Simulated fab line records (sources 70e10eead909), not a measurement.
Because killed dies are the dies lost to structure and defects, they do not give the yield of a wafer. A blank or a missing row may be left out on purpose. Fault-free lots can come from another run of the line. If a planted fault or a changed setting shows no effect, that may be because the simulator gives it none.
Comparing a struck lot with a sound one | flow nand-harc | 14 out of 1159 route steps
Sound: these wafers, L137.2, L137.4, L137.5. Struck: wafer L136.2. (L136.3, L136.5 of the same lot were not struck and are left out.) The cause comes at the end.
Order at every step that has rows: each side's tool, ch and its chambers, its first start. Under that, the readings that differ: sound wafers | struck wafers | difference of the means | sigmas: that difference in standard deviations of wafers without a fault.
alike: words and numbers the same on both sides, and readings whose means are apart by under 2 such deviations; not compared: readings that were withheld, readings missing a value for some wafer, numbers with overlapping values and no deviation given by the record, and bounds like >300 which may hide the same value.
The two part at a step that has a row with sigmas, a row that says differs or no value, or rows on one side only. Numbers that don't overlap but have no deviation are shown without sigmas and don't part them. A reading that every wafer of one side lacks parts them only if that side has two wafers or more.

NHARC_A_SLIT_ETCH_26: etches the open film in C4F8/O2/Ar, time 90 s, target depth 400 nm.
  sound on har-etch-02 ch 1, day 15 01:53; struck on har-etch-01 ch 0, day 15 03:06
  reading                     | sound       | struck | difference | sigmas
  drypump-motor-current-A (A) | 6.1 6.1 6.1 | 5.0    | -1.1       | -3
  alike: he-backside-leak-sccm, showerhead-plenum-p-Torr, throttle-valve-pct
  not compared: rf-hours-counter-h
then, 1 step without rows for these wafers: NHARC_A_SLIT_STRIP_28 (strips in O2/COS).
NHARC_A_SLIT_ETCH_29: etches the open film in CF4/O2, target depth 100 nm, overetch 10 nm, time 55 s.
  sound on rie-diel-07 ch 0,1,3, day 15 02:30; struck on rie-diel-09 ch 3, day 15 03:42
  reading              | sound             | struck | difference | sigmas
  cf4-flow-sccm (sccm) | 80.42 80.27 79.92 | 79.61  | -0.59      | -3
  alike: drypump-motor-current-A, oes-product-au, rf-vpp-V, showerhead-plenum-p-Torr, throttle-valve-pct
  not compared: rf-hours-counter-h
NHARC_A_SLIT_STRIP_18: strips in O2.
  sound: rie-diel-07 ch 1,2,3; struck: rie-diel-09 ch 3
  reading      | sound          | struck | difference | sigmas
  rf-vpp-V (V) | 57.2 57.9 58.1 | 59.7   | +2.0       | +2
  alike: drypump-motor-current-A, oes-product-au, showerhead-plenum-p-Torr, throttle-valve-pct
  not compared: rf-hours-counter-h
then, 2 steps without rows for these wafers: NHARC_A_SLIT_PRECLEAN_19 (cleans in SC1); NHARC_A_SLIT_SRD_20.
NHARC_A_SLIT_CD_MEAS_21:
  struck on cd-sem-03, day 15 04:19; sound on cd-sem-02, day 15 03:02
  alike: cd-nm
then, 3 steps without rows for these wafers: NHARC_A_SIN_REMOVE_WET_00 (chemistry H3PO4, time 15300 s); NHARC_A_SIN_REMOVE_PRECLEAN_01 (cleans in SC1); NHARC_A_SIN_REMOVE_SRD_02.
NHARC_A_SIN_REMOVE_INSPECT_04:
  struck on defect-inspect-01, day 15 10:26; sound on defect-inspect-02, day 15 10:25
  alike: raw-defect-count
NHARC_A_WL_FILL_ALD_00: deposits Al2O3, target thk 3 nm, pulse time 3 s, ald cycles 30.
  sound on ald-hk-03 ch 1,2,3, day 15 11:02; struck on ald-hk-03 ch 0, day 15 11:22
  reading    | sound    | struck | difference | sigmas
  ald-cycles | 30 30 30 | 43     | +13        |
  alike: heater-power-w, precursor-pulse-height-rel
NHARC_A_WL_FILL_RTA_01: time 5 s.
  sound on rtp-anneal-01 ch 0, day 15 11:19; struck on rtp-anneal-02 ch 0, day 15 11:45
  reading            | sound             | struck | difference | sigmas
  lamp-power-pct (%) | 29.01 29.06 29.03 | 28.67  | -0.36      | -2
  alike: lamp_zone_1_pct, lamp_zone_7_pct, wafer_temp_C_max
then, 1 step without rows for these wafers: NHARC_END_SORT_01.

== WHERE THEY PART ==
Earliest at NHARC_A_SLIT_ETCH_26; latest, in this record, at NHARC_A_WL_FILL_RTA_01.

WHY: whatever the simulator had introduced
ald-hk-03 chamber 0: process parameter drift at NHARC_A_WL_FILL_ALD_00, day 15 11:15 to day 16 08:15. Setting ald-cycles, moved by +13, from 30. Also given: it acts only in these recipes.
